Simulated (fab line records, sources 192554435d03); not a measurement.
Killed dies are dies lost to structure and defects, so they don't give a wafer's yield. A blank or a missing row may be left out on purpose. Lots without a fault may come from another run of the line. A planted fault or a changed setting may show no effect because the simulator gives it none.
Chamber matching | flow n5_finfet | N5_BEOL_M14_DEP_53 on pecvd-03: 3 sister chambers
The step deposits SiCN from 3MS/NH3, target thk 50 nm, time 17.8 s. 18 wafers are shown with their chamber, then 9 later ones without.

WAFERS WITH THEIR CHAMBER
wafer  | chamber | throttle_valve_pct (%) | showerhead_plenum_p_Torr (Torr) | rf_fwd_power_W (W)
L075.2 | 0       | 18.1                   | 4.143                           | 662.4
L075.3 | 2       | 17.8                   | 4.170                           | 663.7
L075.5 | 2       | 17.6                   | 4.176                           | 664.9
L076.3 | 1       | 19.5                   | 4.161                           | 665.4
L076.4 | 1       | 19.0                   | 4.163                           | 664.7
L076.5 | 2       | 17.6                   | 4.170                           | 658.7
L083.1 | 1       | 19.3                   | 4.160                           | 662.7
L083.4 | 1       | 19.4                   | 4.174                           | 663.1
L083.5 | 0       | 18.0                   | 4.143                           | 665.4
L086.2 | 0       | 18.0                   | 4.145                           | 667.7
L086.3 | 2       | 17.9                   | 4.162                           | 659.0
L086.4 | 0       | 18.2                   | 4.156                           | 668.7
L091.2 | 2       | 17.8                   | 4.168                           | 660.4
L091.4 | 0       | 18.2                   | 4.144                           | 668.3
L091.5 | 1       | 19.2                   | 4.171                           | 667.0
L094.2 | 2       | 17.9                   | 4.169                           | 661.8
L094.3 | 0       | 18.2                   | 4.147                           | 667.5
L094.4 | 1       | 19.2                   | 4.148                           | 665.3

SIGNATURES (means of the wafers above)
reading                  | chamber 0 | chamber 1 | chamber 2 | scatter within a chamber
throttle_valve_pct       | 18.117    | 19.267    | 17.767    | 0.14
showerhead_plenum_p_Torr | 4.14633   | 4.16283   | 4.16917   | 0.00657
rf_fwd_power_W           | 666.667   | 664.700   | 661.417   | 2.2
Rule: a wafer's distance from a chamber is the root of the sum, over the readings, of the square of ((its reading less the chamber's mean) divided by the reading's scatter). The wafer belongs to the nearest chamber; if the next one is less than 2 further off, it can't be placed. The scatter: the root of (the sum of the squares of (reading less its chamber's mean) over the shown wafers, divided by (wafers less chambers)).

WAFERS WITHOUT THEIR CHAMBER
wafer  | throttle_valve_pct (%) | showerhead_plenum_p_Torr (Torr) | rf_fwd_power_W (W)
L093.1 | 19.1                   | 4.161                           | 661.5
L093.2 | 17.8                   | 4.175                           | 664.9
L093.4 | 18.1                   | 4.177                           | 664.4
L096.2 | 18.0                   | 4.140                           | 666.4
L096.3 | 19.4                   | 4.163                           | 663.0
L096.5 | 19.2                   | 4.157                           | 661.1
L095.3 | 18.0                   | 4.171                           | 663.5
L095.4 | 19.3                   | 4.167                           | 664.5
L095.5 | 17.9                   | 4.166                           | 662.1

WHICH CHAMBER EACH WENT THROUGH
wafer  | from the rows above     | in truth
L093.1 | 1                       | 1
L093.2 | 2                       | 2
L093.4 | can't be placed: 2 or 0 | 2
L096.2 | 0                       | 0
L096.3 | 1                       | 1
L096.5 | 1                       | 1
L095.3 | 2                       | 2
L095.4 | 1                       | 1
L095.5 | 2                       | 2
Placed correctly: 8 of 9. Can't be placed from these rows: 1 (the true chamber is among the candidates in 1). Placed wrongly: 0.
